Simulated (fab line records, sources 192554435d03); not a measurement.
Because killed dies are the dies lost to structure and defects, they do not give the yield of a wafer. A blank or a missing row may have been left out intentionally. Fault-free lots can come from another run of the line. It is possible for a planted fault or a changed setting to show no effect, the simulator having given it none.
A lot that was struck, set against a sound lot + flow n5 finfet + 19 steps out of a route of 1938
Sound: wafers L484.1, L484.2, L484.3. The struck wafers were L498.1, L498.3, L498.4. At the end, the cause is stated.
For every step that has rows: the tool of each side, followed by ch and its chambers, followed by its first start. Under that, the readings that differ: sound wafers + struck wafers + difference of the means + sigmas: that difference in standard deviations of wafers without a fault.
alike: words and numbers the same on both sides, and readings whose means are apart by under 2 such deviations; not compared: readings that were withheld, readings missing a value for some wafer, numbers with overlapping values and no deviation given by the record, and bounds like >300 which may hide the same value.
The two part at a step that has a row with sigmas, a row that says differs or no value, or rows on one side only. Numbers that don't overlap but have no deviation are shown without sigmas and don't part them. A reading missing from all wafers of one side parts the sides only when that side holds two or more wafers.

N5_BEOL_M7_ETCH_62: etches SOC in N2/H2, target depth 110 nm, overetch 22 nm, time 165 s.
  sound on rie diel-06 ch 0,1,3, day 12 05:24; struck on rie diel-04 ch 0,1,2, day 15 21:58
  alike: drypump motor current A, oes product au, rf vpp V, showerhead plenum p Torr, throttle valve pct
  not compared: rf hours counter h
then, 1 step without rows for these wafers: N5_BEOL_M7_STRIP_68 (strips in N2/H2).
N5_BEOL_M7_STRIP_67: strips in CF4.
  sound on rie diel-06 ch 0,1,3, day 12 05:33; struck on rie diel-04 ch 0,1,2, day 15 22:07
  alike: drypump motor current A, oes product au, rf vpp V, showerhead plenum p Torr, throttle valve pct
  not compared: rf hours counter h
N5_BEOL_M7_HM_OPEN_17: chemistry Cl2/BCl3, target TiN, target depth 20 nm, overetch 6 nm.
  sound on rie metal-02 ch 0,1, day 12 05:35; struck on rie metal-01 ch 0,1, day 15 22:09
  alike: drypump motor current A, oes_ar_750_au, oes product au, throttle valve pct
  not compared: rf hours counter h
N5_BEOL_M7_STRIP_19: strips in O2.
  sound on rie diel-06 ch 0,1,2, day 12 05:44; struck on rie diel-04 ch 1,2,3, day 15 22:16
  alike: drypump motor current A, oes product au, rf vpp V, showerhead plenum p Torr, throttle valve pct
  not compared: rf hours counter h
N5_BEOL_M7_CD_MEAS_18: pitch 80 nm, target cd 40 nm.
  sound: cd sem-01 at day 12 05:49; struck: cd sem-03 at day 15 22:20
  alike: cd nm
then, 6 steps without rows for these wafers: N5_BEOL_M7_COAT_63 (time 60 s, resist thk 60 nm); N5_BEOL_M7_COAT_64 (time 60 s, resist thk 12 nm); N5_BEOL_M7_COAT_71 (time 60 s, resist thk 5 nm); N5_BEOL_M7_COAT_22 (resist thk 30 nm); N5_BEOL_M7_EBR_24; N5_BEOL_M7_SOFTBAKE_23 (time 60 s).
N5_BEOL_M7_EXPOSE_25: exposes mask V6, target cd 40 nm.
  sound on euv scanner-02 ch 0, day 12 07:13; struck on euv scanner-02 ch 0, day 15 22:44
| reading                         | sound          | struck      | difference | sigmas |
|---------------------------------|----------------|-------------|------------|--------|
| model.BEOL_M7.overlay x nm (nm) | -0.4 -0.4 -0.4 | 8.2 8.2 8.2 | +8.6       |        |
  alike: mask, focus offset nm
then, 2 steps without rows for these wafers: N5_BEOL_M7_PEB_26 (peb time 60 s); N5_BEOL_M7_DEVELOP_27 (develop time 30 s).
N5_BEOL_M7_CD_MEAS_28: target cd 40 nm.
  sound on cd sem-03 ch 0, day 12 07:20; struck on cd sem-01 ch 0, day 15 22:52
| reading    | sound             | struck            | difference | sigmas |
|------------|-------------------|-------------------|------------|--------|
| cd nm (nm) | 40.26 40.18 40.17 | 39.71 39.42 39.81 | -0.56      | -2     |
N5_BEOL_M7_OVL_MEAS_29:
  sound on overlay-01 ch 0, day 12 07:22; struck on overlay-02 ch 0, day 15 22:53
| reading     | sound         | struck      | difference | sigmas |
|-------------|---------------|-------------|------------|--------|
| V6_OVL (nm) | 0.3 -0.1 -0.8 | 8.4 7.6 8.6 | +8.4       | +11    |
N5_BEOL_M7_INSPECT_30: inspects for defects (brightfield).
  sound: defect inspect-01 at day 12 07:26; struck: defect inspect-02 at day 15 22:57
  alike: raw defect count
after that, 1 step had no rows for these wafers: N5_PASSIVATION_PROBE_49.

## WHERE THEY PART
Earliest at N5_BEOL_M7_CD_MEAS_28; latest, in this record, at N5_BEOL_M7_OVL_MEAS_29. Later steps at which nothing parts them and some readings are alike: N5_BEOL_M7_INSPECT_30.

WHY: the cause the simulator had injected
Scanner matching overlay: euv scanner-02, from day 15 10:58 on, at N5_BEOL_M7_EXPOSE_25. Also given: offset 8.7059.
